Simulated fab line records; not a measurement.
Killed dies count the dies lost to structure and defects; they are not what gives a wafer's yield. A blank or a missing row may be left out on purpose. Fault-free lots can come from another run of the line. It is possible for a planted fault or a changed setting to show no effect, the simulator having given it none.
Matching of chambers / flow n5Finfet / 4 sister chambers for N5_BEOL_M5_CMP_52 on cmp-01
The step polishes, stops on SiCOH lowk, t overpolish 6.9 s, target thk 62 nm. 7 wafers are shown with their chamber, then 7 later ones without.

WAFERS WITH THEIR CHAMBER
wafer=L074.4; chamber=0; motorCurrentA (A)=6.6; timeToEndpointS (s)=58
wafer=L083.4; chamber=1; motorCurrentA (A)=7.6; timeToEndpointS (s)=64
wafer=L084.2; chamber=3; motorCurrentA (A)=6.9; timeToEndpointS (s)=62
wafer=L084.3; chamber=2; motorCurrentA (A)=5.3; timeToEndpointS (s)=57
wafer=L084.6; chamber=3; motorCurrentA (A)=6.6; timeToEndpointS (s)=62
wafer=L087.3; chamber=1; motorCurrentA (A)=7.4; timeToEndpointS (s)=60
wafer=L087.5; chamber=2; motorCurrentA (A)=5.5; timeToEndpointS (s)=56

WAFERS WHOSE CHAMBER IS MISSING
wafer=L087.6; motorCurrentA (A)=6.5; timeToEndpointS (s)=65
wafer=L091.1; motorCurrentA (A)=7.4; timeToEndpointS (s)=65
wafer=L091.2; motorCurrentA (A)=6.7; timeToEndpointS (s)=66
wafer=L091.6; motorCurrentA (A)=6.8; timeToEndpointS (s)=65
wafer=L092.1; motorCurrentA (A)=7.4; timeToEndpointS (s)=68
wafer=L092.4; motorCurrentA (A)=6.8; timeToEndpointS (s)=68
wafer=L092.6; motorCurrentA (A)=7.3; timeToEndpointS (s)=69

CHAMBER TAKEN BY EACH
wafer=L087.6; from the rows above=can't be placed: 3 or 0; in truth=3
wafer=L091.1; from the rows above=1; in truth=1
wafer=L091.2; from the rows above=3; in truth=3
wafer=L091.6; from the rows above=3; in truth=3
wafer=L092.1; from the rows above=can't be placed: 1 or 3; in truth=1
wafer=L092.4; from the rows above=can't be placed: 3 or 1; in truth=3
wafer=L092.6; from the rows above=can't be placed: 1 or 3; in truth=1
Correctly placed: 3 of 7. Not placeable from these rows: 4 (in 4, the candidates include the true chamber). Wrongly placed: 0.
How it was worked out, from the rows above alone: a wafer's distance from a chamber is the root of the sum, over the readings, of the square of ((its reading less the chamber's mean) divided by the reading's scatter). If the next closest chamber is less than 2 further off than the closest, the wafer can't be placed; otherwise it belongs to the closest. Each chamber's mean is taken over the wafers shown for it. The scatter: take each reading less its chamber's mean, square it, sum over the shown wafers, divide by the number of wafers less the number of chambers, and take the root.
